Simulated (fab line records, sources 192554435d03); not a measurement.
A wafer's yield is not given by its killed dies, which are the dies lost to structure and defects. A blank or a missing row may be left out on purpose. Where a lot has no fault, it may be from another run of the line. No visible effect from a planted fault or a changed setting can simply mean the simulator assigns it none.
Chamber matching | flow n5-finfet | N5_SD_EPI_P_ETCH_36 on rie-diel-05: 4 sister chambers
The step etches SiARC in CF4, target depth 45.5 nm, time 75.8 s. 18 wafers are shown with their chamber, then 9 later ones without.

## WAFERS WITH THEIR CHAMBER
wafer  | chamber | drypump-motor-current-A (A) | showerhead-plenum-p-Torr (Torr) | throttle-valve-pct (%)
L077.3 | 1       | 5.1                         | 2.24                            | 15.76
L077.4 | 3       | 6.1                         | 2.14                            | 15.75
L077.5 | 3       | 6.1                         | 2.14                            | 15.74
L080.1 | 1       | 5.1                         | 2.24                            | 15.79
L080.2 | 2       | 6.3                         | 2.21                            | 15.38
L080.3 | 0       | 5.3                         | 2.25                            | 15.41
L080.4 | 3       | 6.1                         | 2.14                            | 15.78
L080.5 | 2       | 6.3                         | 2.21                            | 15.39
L080.6 | 3       | 6.0                         | 2.14                            | 15.78
L081.1 | 2       | 6.3                         | 2.21                            | 15.41
L081.2 | 0       | 5.3                         | 2.24                            | 15.44
L081.3 | 1       | 5.1                         | 2.24                            | 15.80
L081.4 | 3       | 6.0                         | 2.14                            | 15.78
L081.5 | 2       | 6.3                         | 2.21                            | 15.41
L081.6 | 3       | 6.0                         | 2.14                            | 15.78
L084.3 | 0       | 5.3                         | 2.24                            | 15.44
L084.5 | 1       | 5.1                         | 2.23                            | 15.80
L084.6 | 0       | 5.3                         | 2.24                            | 15.45

SIGNATURES (means of the wafers above)
reading                  | chamber 0 | chamber 1 | chamber 2 | chamber 3 | scatter within a chamber
drypump-motor-current-A  | 5.300     | 5.100     | 6.300     | 6.050     | 0.0327
showerhead-plenum-p-Torr | 2.2425    | 2.2375    | 2.2100    | 2.1400    | 0.00327
throttle-valve-pct       | 15.4350   | 15.7875   | 15.3975   | 15.7683   | 0.0176
Rule: a wafer lies at a distance from a chamber equal to the root of the sum of squares, over the readings, of (its reading less the chamber's mean, divided by the reading's scatter). The wafer belongs to the nearest chamber; if the next one is less than 2 further off, it can't be placed. The scatter: the root of (the sum of the squares of (reading less its chamber's mean) over the shown wafers, divided by (wafers less chambers)).

## WAFERS WITH NO CHAMBER GIVEN
wafer  | drypump-motor-current-A (A) | showerhead-plenum-p-Torr (Torr) | throttle-valve-pct (%)
L086.3 | 6.3                         | 2.21                            | 15.43
L086.4 | 6.3                         | 2.20                            | 15.43
L086.5 | 6.0                         | 2.13                            | 15.78
L087.3 | 5.1                         | 2.23                            | 15.82
L087.4 | 6.1                         | 2.13                            | 15.78
L087.5 | 6.4                         | 2.20                            | 15.42
L097.2 | 5.3                         | 2.24                            | 15.49
L097.4 | 6.0                         | 2.13                            | 15.84
L097.5 | 5.3                         | 2.24                            | 15.47

## WHICH CHAMBER EACH WENT THROUGH
wafer  | from the rows above | in truth
L086.3 | 2                   | 2
L086.4 | 2                   | 2
L086.5 | 3                   | 3
L087.3 | 1                   | 1
L087.4 | 3                   | 3
L087.5 | 2                   | 2
L097.2 | 0                   | 0
L097.4 | 3                   | 3
L097.5 | 0                   | 0
9 of 9 placed correctly. Not placeable from these rows: 0. Number placed wrongly: 0.
